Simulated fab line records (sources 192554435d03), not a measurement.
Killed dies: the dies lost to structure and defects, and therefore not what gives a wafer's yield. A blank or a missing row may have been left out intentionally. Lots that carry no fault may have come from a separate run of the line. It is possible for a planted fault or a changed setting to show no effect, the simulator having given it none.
Matching of chambers ; flow n5_finfet ; 4 sister chambers for N5_HKMG_FIN_ETCH_67 on rie_diel-01
The step etches SOC in N2/H2, stops on TiN, target depth 388.9 nm. 16 wafers are shown with their chamber, then 8 later ones without.

== WAFERS, EACH WITH ITS CHAMBER ==
wafer;chamber;showerhead_plenum_p_Torr (Torr);throttle_valve_pct (%);drypump_motor_current_A (A)
L077.3;2;2.41;17.51;5.3
L077.5;0;2.54;17.82;5.5
L077.6;1;2.70;18.02;5.0
L078.2;1;2.70;18.01;5.1
L078.4;2;2.40;17.50;5.2
L078.6;2;2.40;17.50;5.2
L079.2;0;2.54;17.82;5.5
L079.3;3;2.50;17.44;5.7
L079.4;0;2.54;17.83;5.5
L088.3;2;2.40;17.52;5.2
L088.5;1;2.70;18.03;5.1
L088.6;2;2.40;17.53;5.2
L090.2;3;2.50;17.45;5.7
L090.4;2;2.40;17.52;5.3
L090.5;0;2.53;17.86;5.5
L092.1;2;2.40;17.53;5.2

SIGNATURES (averages over the wafers above)
reading;chamber 0;chamber 1;chamber 2;chamber 3;scatter within a chamber
showerhead_plenum_p_Torr;2.5375;2.7000;2.4014;2.5000;0.00366
throttle_valve_pct;17.8325;18.0200;17.5157;17.4450;0.0138
drypump_motor_current_A;5.500;5.067;5.229;5.700;0.0418
Rule: for a wafer and a chamber, the distance is found by dividing, reading by reading, the gap between the wafer's reading and the chamber's mean by the reading's scatter, squaring, summing and taking the root. The wafer belongs to the nearest chamber; if the next one is less than 2 further off, it can't be placed. How the scatter is found: for the shown wafers, subtract from each reading the mean of its chamber, square and add these, divide the total by (wafers less chambers), then take the root.

== WAFERS WITH NO CHAMBER GIVEN ==
wafer;showerhead_plenum_p_Torr (Torr);throttle_valve_pct (%);drypump_motor_current_A (A)
L092.4;2.53;17.85;5.5
L092.6;2.40;17.54;5.2
L094.2;2.53;17.86;5.5
L094.3;2.40;17.54;5.3
L094.4;2.49;17.48;5.6
L096.2;2.39;17.57;5.3
L096.3;2.69;18.07;5.1
L096.4;2.69;18.05;5.0

== EACH ONE'S CHAMBER ==
wafer;from the rows above;in truth
L092.4;0;0
L092.6;2;2
L094.2;0;0
L094.3;2;2
L094.4;3;3
L096.2;2;2
L096.3;1;1
L096.4;1;1
Placed correctly: 8 of 8. Left unplaced by these rows: 0. 0 placed wrongly.
